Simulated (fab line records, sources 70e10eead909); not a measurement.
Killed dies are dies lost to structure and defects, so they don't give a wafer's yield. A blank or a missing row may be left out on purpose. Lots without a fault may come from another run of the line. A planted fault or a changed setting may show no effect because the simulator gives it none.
Which tool did it? | flow nand_harc | 24 lots, 72 wafers sampled, at 4 steps of a route of 1159

WHAT THE GAUGES READ, wafer by wafer
NHARC_P_CONTACT_INSPECT_27.
lot  | measured     | on                | raw_defect_count
L075 | day 6 00:29  | defect_inspect-02 | 371 334 560
L074 | day 6 06:41  | defect_inspect-02 | 214 205 231
L076 | day 6 11:56  | defect_inspect-01 | 219 213 236
L077 | day 6 12:05  | defect_inspect-01 | 258 367 366
L079 | day 6 18:43  | defect_inspect-02 | 341 222 293
L078 | day 6 19:26  | defect_inspect-01 | 189 186 164
L080 | day 7 08:17  | defect_inspect-01 | 223 203 140
L081 | day 7 22:44  | defect_inspect-01 | 122 176 127
L082 | day 7 23:40  | defect_inspect-01 | 192 287 271
L083 | day 8 00:14  | defect_inspect-01 | 286 242 159
L084 | day 8 05:20  | defect_inspect-01 | 356 218 500
L089 | day 9 02:47  | defect_inspect-02 | 305 429 277
L086 | day 9 04:08  | defect_inspect-01 | 323 287 504
L085 | day 9 05:14  | defect_inspect-01 | 379 675 514
L087 | day 9 09:51  | defect_inspect-01 | 269 552 362
L088 | day 9 10:23  | defect_inspect-01 | 385 288 296
L090 | day 9 19:16  | defect_inspect-01 | 161 128 177
L091 | day 10 00:11 | defect_inspect-01 | 188 219 174
L092 | day 10 09:51 | defect_inspect-02 | 184 299 384
L094 | day 10 10:23 | defect_inspect-02 | 240 234 121
L093 | day 10 11:41 | defect_inspect-02 | 453 330 633
L095 | day 10 23:58 | defect_inspect-02 | 464 527 245
L096 | day 11 00:31 | defect_inspect-01 | 195 157 246
L097 | day 11 17:28 | defect_inspect-02 | 325 171 227

NHARC_P_M1_INSPECT_11.
lot  | measured     | on                | raw_defect_count
L075 | day 6 05:37  | defect_inspect-01 | 2 7 4
L074 | day 6 11:51  | defect_inspect-02 | 7 5 2
L076 | day 6 17:04  | defect_inspect-02 | 4 7 2
L077 | day 6 17:28  | defect_inspect-02 | 5 6 4
L079 | day 6 23:49  | defect_inspect-01 | 5 14 5
L078 | day 7 00:35  | defect_inspect-01 | 3 2 6
L080 | day 7 13:13  | defect_inspect-01 | 1 2 3
L081 | day 8 04:08  | defect_inspect-01 | 6 8 6
L082 | day 8 04:54  | defect_inspect-01 | 8 7 8
L083 | day 8 05:31  | defect_inspect-02 | 3 5 3
L084 | day 8 10:30  | defect_inspect-02 | 4 1 2
L089 | day 9 07:55  | defect_inspect-02 | 3 1 4
L086 | day 9 09:05  | defect_inspect-01 | 4 3 0
L085 | day 9 10:17  | defect_inspect-02 | 0 4 7
L087 | day 9 15:11  | defect_inspect-01 | 3 2 2
L088 | day 9 15:31  | defect_inspect-02 | 1 2 3
L090 | day 10 00:05 | defect_inspect-02 | 3 2 3
L091 | day 10 05:09 | defect_inspect-01 | 4 2 3
L092 | day 10 14:52 | defect_inspect-02 | 3 4 2
L094 | day 10 15:33 | defect_inspect-02 | 6 4 1
L093 | day 10 16:47 | defect_inspect-02 | 3 3 2
L095 | day 11 05:05 | defect_inspect-02 | 3 5 8
L096 | day 11 05:37 | defect_inspect-02 | 3 4 2
L097 | day 11 22:28 | defect_inspect-02 | 12 9 5

WHICH TOOL RAN EACH LOT (tool, then ch and the chambers of the sampled wafers, then the start)
lot  | NHARC_P_CONTACT_DEP_00                     | NHARC_P_CONTACT_ALD_22
L075 | pecvd-01 ch 0,1,2, day 5 19:31 or earlier  | ald_metal-01 ch 0,3, day 5 19:31
L074 | pecvd-01 ch 0,2, day 5 20:25 or earlier    | ald_metal-02 ch 1,3, day 5 20:25
L076 | pecvd-01 ch 0,1,2, day 6 06:16 or earlier  | ald_metal-01 ch 0,1,3, day 6 06:16
L077 | pecvd-02 ch 0,1,2, day 6 07:16 or earlier  | ald_metal-02 ch 0,1,3, day 6 07:16
L079 | pecvd-01 ch 0,2, day 6 16:11 or earlier    | ald_metal-02 ch 0,1, day 6 16:11
L078 | pecvd-02 ch 0,1, day 6 16:50 or earlier    | ald_metal-03 ch 1,2,3, day 6 16:50
L080 | pecvd-03 ch 0,1,2, day 7 03:37 or earlier  | ald_metal-02 ch 1,2,3, day 7 03:37
L081 | pecvd-01 ch 0,2, day 7 17:01 or earlier    | ald_metal-02 ch 1,2,3, day 7 17:01
L082 | pecvd-01 ch 0,1,2, day 7 22:23 or earlier  | ald_metal-01 ch 0,1,3, day 7 22:23
L083 | pecvd-01 ch 0,2, day 7 22:58 or earlier    | ald_metal-02 ch 0,1,2, day 7 22:58
L084 | pecvd-03 ch 0,2, day 8 03:15 or earlier    | ald_metal-03 ch 1,2, day 8 03:15
L089 | pecvd-01 ch 0,1, day 9 01:31 or earlier    | ald_metal-01 ch 1,2, day 9 01:31
L086 | pecvd-03 ch 0,2, day 9 02:54 or earlier    | ald_metal-01 ch 0,1, day 9 02:54
L085 | pecvd-02 ch 0,1, day 9 03:59 or earlier    | ald_metal-03 ch 1,2,3, day 9 03:59
L087 | pecvd-02 ch 0,1, day 9 08:37 or earlier    | ald_metal-01 ch 1,2,3, day 9 08:37
L088 | pecvd-02 ch 1,2, day 9 09:02 or earlier    | ald_metal-03 ch 0,1, day 9 09:02
L090 | pecvd-01 ch 0,2, day 9 14:34 or earlier    | ald_metal-02 ch 1,3, day 9 14:34
L091 | pecvd-03 ch 0,1, day 9 20:34 or earlier    | ald_metal-02 ch 0,1,2, day 9 20:34
L092 | pecvd-01 ch 0,1,2, day 10 06:44 or earlier | ald_metal-01 ch 0,3, day 10 06:44
L094 | pecvd-01 ch 0,1,2, day 10 07:40 or earlier | ald_metal-03 ch 0,1,2, day 10 07:40
L093 | pecvd-03 ch 0,1,2, day 10 08:55 or earlier | ald_metal-02 ch 1,2, day 10 08:55
L095 | pecvd-03 ch 0,1,2, day 10 22:46 or earlier | ald_metal-01 ch 0,2,3, day 10 22:46
L096 | pecvd-01 ch 0,1, day 10 22:53 or earlier   | ald_metal-02 ch 0,1,3, day 10 22:53
L097 | pecvd-02 ch 1,2, day 11 13:19 or earlier   | ald_metal-02 ch 0,1, day 11 13:19
- NHARC_P_CONTACT_DEP_00: deposits SiO2, target thk 500 nm.
- NHARC_P_CONTACT_ALD_22: deposits TiN, target thk 3 nm, pulse time 1 s, ald cycles 150.

WHAT THE TOOLS THEMSELVES READ (means of the sampled wafers that have a number; where no wafer has one, the mark that the record gives instead)
NHARC_P_CONTACT_DEP_00.
lot  | tool     | heater_power_w (W) | throttle_valve_pct (%)
L075 | pecvd-01 | 522                | 15.9
L074 | pecvd-01 | 582                | 15.7
L076 | pecvd-01 | 584                | 15.7
L077 | pecvd-02 | 485                | 15.8
L079 | pecvd-01 | 643                | 15.8
L078 | pecvd-02 | 463                | 16.2
L080 | pecvd-03 | 573                | 16.1
L081 | pecvd-01 | 547                | 15.7
L082 | pecvd-01 | 508                | 15.8
L083 | pecvd-01 | 590                | 15.8
L084 | pecvd-03 | 563                | 16.7
L089 | pecvd-01 | 486                | 15.9
L086 | pecvd-03 | 545                | 16.8
L085 | pecvd-02 | 414                | 15.3
L087 | pecvd-02 | 501                | 15.5
L088 | pecvd-02 | 502                | 15.9
L090 | pecvd-01 | 615                | 15.7
L091 | pecvd-03 | 669                | 16.0
L092 | pecvd-01 | 563                | 16.0
L094 | pecvd-01 | 558                | 15.9
L093 | pecvd-03 | 616                | 16.4
L095 | pecvd-03 | 616                | 16.5
L096 | pecvd-01 | 452                | 16.0
L097 | pecvd-02 | 539                | 15.9

NHARC_P_CONTACT_ALD_22.
lot  | tool         | heater_power_w (W) | precursor_pulse_height_rel
L075 | ald_metal-01 | 1129               | 1.004
L074 | ald_metal-02 | 1080               | 1.022
L076 | ald_metal-01 | 1170               | 1.025
L077 | ald_metal-02 | 1138               | 1.001
L079 | ald_metal-02 | 1093               | 1.016
L078 | ald_metal-03 | 1153               | 1.012
L080 | ald_metal-02 | 1098               | 1.000
L081 | ald_metal-02 | 1095               | 1.011
L082 | ald_metal-01 | 1149               | 0.994
L083 | ald_metal-02 | 1117               | 1.003
L084 | ald_metal-03 | 1088               | 0.978
L089 | ald_metal-01 | 1158               | 1.016
L086 | ald_metal-01 | 1143               | 1.014
L085 | ald_metal-03 | 1139               | 0.997
L087 | ald_metal-01 | 1190               | 0.998
L088 | ald_metal-03 | 1058               | 0.989
L090 | ald_metal-02 | 1084               | 1.007
L091 | ald_metal-02 | 1140               | 1.012
L092 | ald_metal-01 | 1179               | 0.996
L094 | ald_metal-03 | 1039               | 0.989
L093 | ald_metal-02 | 1098               | 0.980
L095 | ald_metal-01 | 1150               | 1.010
L096 | ald_metal-02 | 1119               | 0.983
L097 | ald_metal-02 | 1158               | 0.997

THE ANSWER, worked out from the rows above alone
Rule: what is usual is taken from the lots themselves. Put in order of their means at a reading, lots are off if they are a third of the lots or fewer, leave a main group of 4 or more, and stand apart from it by a gap of 3 or more times the standard deviation of the main group's means; of several such gaps the widest counts. A main group whose means are all the same, to the digits that the tables above print for the reading, isn't used. A lot without any number at a reading at which 4 lots or more have one is off too. The other lots that the step has rows for count as sound. The gauges are gone through in route order, then the tools' own readings, and for those a lot's mean is taken as printed above. The first step at which some lot is off is used, and at that step the reading that is off furthest; a lot without a number counts as furthest.
No lot is off at any reading shown: from this, nothing can be told.

WHAT THE SIMULATOR HAD PUT IN
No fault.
